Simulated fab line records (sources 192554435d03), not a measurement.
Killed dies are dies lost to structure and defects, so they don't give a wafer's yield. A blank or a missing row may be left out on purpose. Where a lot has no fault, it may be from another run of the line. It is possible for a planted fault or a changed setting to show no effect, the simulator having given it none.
A lot that was struck, set against a sound lot :: flow n5Finfet :: 30 steps out of a route of 1938
Sound: these wafers, L342.1, L342.2, L342.5. Struck: wafers L352.2, L352.5 (left out: L352.4, a lot-mate that was not struck); the cause follows at the end.
Each step with rows lists, per side, the tool, then ch with its chambers, then its first start. Under that, the readings that differ: sound wafers :: struck wafers :: difference of the means :: sigmas: that difference in standard deviations of wafers without a fault.
alike: a reading whose means differ by less than 2 such deviations, as well as words and numbers matching on both sides. not compared: withheld readings; readings where some wafer has no value; bounds like >300 that might hide an equal value; numbers whose values overlap and for which the record gives no deviation.
A row with sigmas, a row that says differs or no value, or rows on one side alone: a step with any of these is where the two part. Numbers that don't overlap but have no deviation are shown without sigmas and don't part them. A reading that every wafer of one side lacks parts them only if that side has two wafers or more.

first, 5 steps without rows for these wafers: N5_BEOL_M13_SOFTBAKE_05 (time 60 s); N5_BEOL_M13_EXPOSE_07 (exposes mask V12); N5_BEOL_M13_PEB_08 (peb time 90 s); N5_BEOL_M13_DEVELOP_09 (develop time 45 s); N5_BEOL_M13_HARDBAKE_14 (time 120 s).
N5_BEOL_M13_CD_MEAS_10: target cd 190 nm.
  sound on cdSem-03 ch 0, day 11 04:46; struck on cdSem-02 ch 0, day 14 14:01
  alike: cdNm
N5_BEOL_M13_OVL_MEAS_11:
  sound on overlay-01 ch 0, day 11 04:48; struck on overlay-02 ch 0, day 14 14:02
  alike: V12_OVL
N5_BEOL_M13_INSPECT_12: inspects for defects (macro).
  sound: defectInspect-02 at day 11 04:49; struck: defectInspect-02 at day 14 14:05
  alike: rawDefectCount
N5_BEOL_M13_DESCUM_15: chemistry O2, time 7.9 s.
  sound on rieDiel-02 ch 1,2, day 11 04:52; struck on rieDiel-06 ch 0, day 14 14:07
  alike: biasPowerW, drypumpMotorCurrentA, oesProductAu, rfVppV, showerheadPlenumPTorr, throttleValvePct
  not compared: rfHoursCounterH
N5_BEOL_M13_ETCH_59: etches BARC in N2/H2, target depth 89 nm, overetch 26.7 nm, time 67.9 s.
  sound on rieDiel-02 ch 1,2, day 11 04:53; struck on rieDiel-06 ch 0, day 14 14:08
  alike: biasW, drypumpMotorCurrentA, oesProductAu, rfVppV, showerheadPlenumPTorr, throttleValvePct
  not compared: rfHoursCounterH
N5_BEOL_M13_VIA_ETCH_16: etches SiOC in C4F8/O2/Ar, target depth 921.7 nm.
  sound on rieDiel-02 ch 1,2, day 11 04:56; struck on rieDiel-06 ch 0, day 14 14:12
  alike: biasW, drypumpMotorCurrentA, heOuterTorr, oesProductAu, rfVppV, showerheadPlenumPTorr, throttleValvePct
N5_BEOL_M13_STRIP_63: strips in N2/H2.
  sound on plasmaAsher-01 ch 0,1, day 11 05:11; struck on plasmaAsher-01 ch 1, day 14 14:26
  alike: drypumpMotorCurrentA, heaterPowerW, oesProductAu, stripTimeToEndpointS
  not compared: rfHoursCounterH
N5_BEOL_M13_STRIP_64: strips in N2/H2.
  sound on plasmaAsher-01 ch 0,1, day 11 05:14; struck on plasmaAsher-01 ch 1, day 14 14:30
  alike: drypumpMotorCurrentA, heaterPowerW, oesProductAu, stripTimeToEndpointS
  not compared: rfHoursCounterH
then, 2 steps without rows for these wafers: N5_BEOL_M13_STRIP_71 (strips in post etch residue remover, time 60 s); N5_BEOL_M13_SRD_72 (time 30 s, dry time 30 s).
N5_BEOL_M13_CD_MEAS_17: target cd 190 nm.
  sound: cdSem-02 at day 11 05:23; struck: cdSem-02 at day 14 14:38
  alike: cdNm
then, 9 steps without rows for these wafers: N5_BEOL_M13_COAT_65 (time 60 s, resist thk 350 nm); N5_BEOL_M13_COAT_66 (time 60 s, resist thk 110 nm); N5_BEOL_M13_COAT_22 (resist thk 300 nm); N5_BEOL_M13_EBR_24; N5_BEOL_M13_SOFTBAKE_23 (time 60 s); N5_BEOL_M13_EXPOSE_25 (exposes mask M13, target cd 210 nm); N5_BEOL_M13_PEB_26 (peb time 90 s); N5_BEOL_M13_DEVELOP_27 (develop time 45 s); N5_BEOL_M13_HARDBAKE_32 (time 120 s).
N5_BEOL_M13_CD_MEAS_28: target cd 209.5 nm.
  sound on cdSem-02 ch 0, day 11 05:50; struck on cdSem-01 ch 0, day 14 15:06
  alike: cdNm
N5_BEOL_M13_OVL_MEAS_29:
  sound on overlay-01 ch 0, day 11 05:52; struck on overlay-01 ch 0, day 14 15:07
  alike: M13_OVL
N5_BEOL_M13_INSPECT_30: inspects for defects (macro).
  sound: defectInspect-01 at day 11 05:53; struck: defectInspect-01 at day 14 15:09
reading: rawDefectCount
sound: 3 1 5
struck: >300 >300
difference: differs
sigmas: 
N5_BEOL_M13_DESCUM_33: chemistry O2, time 7.9 s.
  sound on rieDiel-04 ch 1,2,3, day 11 06:27; struck on rieDiel-02 ch 0,1, day 14 15:11
  alike: biasPowerW, drypumpMotorCurrentA, oesProductAu, rfVppV, showerheadPlenumPTorr, throttleValvePct
  not compared: rfHoursCounterH
N5_PASSIVATION_PROBE_49:
  sound: prober-01 at day 12 14:44; struck: prober-02 at day 15 19:20
reading: defectLimitedYield (%)
sound: 90.3 91.7 92.4
struck: 86.1 88.3
difference: -4.3
sigmas: -3

reading: killed_at_M4_up
sound: 13 8 13
struck: 77 75
difference: +65
sigmas: +12

reading: killedDies
sound: 114 98 90
struck: 164 138
difference: +50
sigmas: +3

reading: sort_bin_5_function (%)
sound: 5.9 4.2 4.6
struck: 8.7 6.5
difference: +2.7
sigmas: +3

reading: sortNPass
sound: 1066 1082 1090
struck: 999 1042
difference: -59
sigmas: -2

reading: sortYieldPct (%)
sound: 90.3 91.7 92.4
struck: 84.7 88.3
difference: -5.0
sigmas: -2
  alike: killed_at_M0_to_M3, killedAtContacts, killedAtFrontEnd, killedAtOther, killedOpen, killedShort, sort_bin_4_leakage, sort_bin_6_memory

## WHERE THEY PART
At N5_BEOL_M13_INSPECT_30 first; at N5_PASSIVATION_PROBE_49 last (within this record only).

WHY: whatever the simulator had introduced
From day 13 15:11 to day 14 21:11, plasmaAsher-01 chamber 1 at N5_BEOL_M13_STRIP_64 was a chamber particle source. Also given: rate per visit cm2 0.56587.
